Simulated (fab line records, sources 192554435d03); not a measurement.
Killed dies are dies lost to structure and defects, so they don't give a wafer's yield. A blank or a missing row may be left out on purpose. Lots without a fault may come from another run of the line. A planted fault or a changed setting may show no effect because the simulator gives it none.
Chamber matching | flow n5_finfet | N5_BEOL_M7_STRIP_67 on rie_diel-05: 4 sister chambers
The step strips in CF4. 4 wafers are shown with their chamber, then 7 later ones without.

WAFERS WITH THEIR CHAMBER
wafer  | chamber | drypump_motor_current_A (A)
L764.1 | 1       | 5.1
L764.6 | 2       | 6.4
L774.2 | 3       | 5.5
L774.4 | 0       | 6.5

WAFERS WITHOUT THEIR CHAMBER
wafer  | drypump_motor_current_A (A)
L774.6 | 6.3
L776.2 | 5.5
L776.4 | 5.5
L776.6 | 6.4
L775.1 | 6.4
L775.4 | 6.4
L775.6 | 5.5

WHICH CHAMBER EACH WENT THROUGH
wafer  | from the rows above | in truth
L774.6 | 2                   | 2
L776.2 | 3                   | 3
L776.4 | 3                   | 3
L776.6 | 2                   | 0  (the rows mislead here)
L775.1 | 2                   | 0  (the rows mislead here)
L775.4 | 2                   | 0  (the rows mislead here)
L775.6 | 3                   | 3
Placed correctly: 4 of 7. Can't be placed from these rows: 0. Placed wrongly: 3.
How it was worked out, from the rows above alone: a wafer's distance from a chamber is the root of the sum, over the readings, of the square of ((its reading less the chamber's mean) divided by the reading's scatter). The wafer belongs to the nearest chamber; if the next one is less than 2 further off, it can't be placed. A chamber's mean is the mean of its shown wafers. The scatter: with one shown wafer a chamber, the root of the mean of the squares of how far each hidden wafer lies from its nearest shown one.
